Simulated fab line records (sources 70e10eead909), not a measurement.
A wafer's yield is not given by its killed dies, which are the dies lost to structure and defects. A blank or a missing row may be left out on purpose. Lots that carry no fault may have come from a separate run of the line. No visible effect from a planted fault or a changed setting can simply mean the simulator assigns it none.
Chamber matching | flow nandHarc | rieDiel-12 running NHARC_P_M0_ETCH_34: 4 sister chambers
The step etches the open film in N2/H2, target depth 40 nm, overetch 12 nm, time 43.94 s. 16 wafers are shown with their chamber, then 8 later ones without.

== EACH WAFER AND ITS CHAMBER ==
wafer  | chamber | showerheadPlenumPTorr (Torr) | drypumpMotorCurrentA (A) | rfVppV (V)
L077.3 | 2       | 2.14                         | 5.88                     | 434.3
L077.4 | 0       | 1.92                         | 5.40                     | 426.3
L077.6 | 1       | 2.15                         | 5.36                     | 433.9
L079.1 | 1       | 2.15                         | 5.35                     | 433.5
L079.3 | 3       | 2.00                         | 5.82                     | 429.8
L079.6 | 0       | 1.91                         | 5.35                     | 426.6
L083.1 | 1       | 2.15                         | 5.33                     | 433.3
L083.3 | 0       | 1.91                         | 5.40                     | 427.1
L083.5 | 2       | 2.14                         | 5.90                     | 435.3
L086.2 | 1       | 2.15                         | 5.35                     | 432.3
L086.3 | 3       | 1.99                         | 5.84                     | 428.6
L086.6 | 1       | 2.15                         | 5.33                     | 433.6
L091.2 | 2       | 2.13                         | 5.88                     | 431.7
L091.3 | 1       | 2.14                         | 5.32                     | 433.9
L091.6 | 1       | 2.14                         | 5.35                     | 434.0
L092.4 | 3       | 1.99                         | 5.85                     | 429.3

SIGNATURES (averages over the wafers above)
reading               | chamber 0 | chamber 1 | chamber 2 | chamber 3 | scatter within a chamber
showerheadPlenumPTorr | 1.9133    | 2.1471    | 2.1367    | 1.9933    | 0.00535
drypumpMotorCurrentA  | 5.3833    | 5.3414    | 5.8867    | 5.8367    | 0.0175
rfVppV                | 426.667   | 433.500   | 433.767   | 429.233   | 0.914
Rule: a wafer's distance from a chamber is the root of the sum, over the readings, of the square of ((its reading less the chamber's mean) divided by the reading's scatter). If the next closest chamber is less than 2 further off than the closest, the wafer can't be placed; otherwise it belongs to the closest. The scatter: the root of (the sum of the squares of (reading less its chamber's mean) over the shown wafers, divided by (wafers less chambers)).

== WAFERS MISSING THEIR CHAMBER ==
wafer  | showerheadPlenumPTorr (Torr) | drypumpMotorCurrentA (A) | rfVppV (V)
L092.5 | 2.13                         | 5.90                     | 434.1
L092.6 | 1.91                         | 5.39                     | 425.8
L094.1 | 2.13                         | 5.89                     | 432.9
L094.2 | 1.99                         | 5.83                     | 430.5
L094.4 | 1.99                         | 5.84                     | 428.4
L097.2 | 1.90                         | 5.34                     | 426.4
L097.4 | 2.13                         | 5.88                     | 433.1
L097.5 | 1.90                         | 5.38                     | 426.8

== WHICH CHAMBER EACH ONE RAN IN ==
wafer  | from the rows above | in truth
L092.5 | 2                   | 2
L092.6 | 0                   | 0
L094.1 | 2                   | 2
L094.2 | 3                   | 3
L094.4 | 3                   | 3
L097.2 | 0                   | 0
L097.4 | 2                   | 2
L097.5 | 0                   | 0
Placed correctly: 8 of 8. Can't be placed from these rows: 0. Wrongly placed: 0.
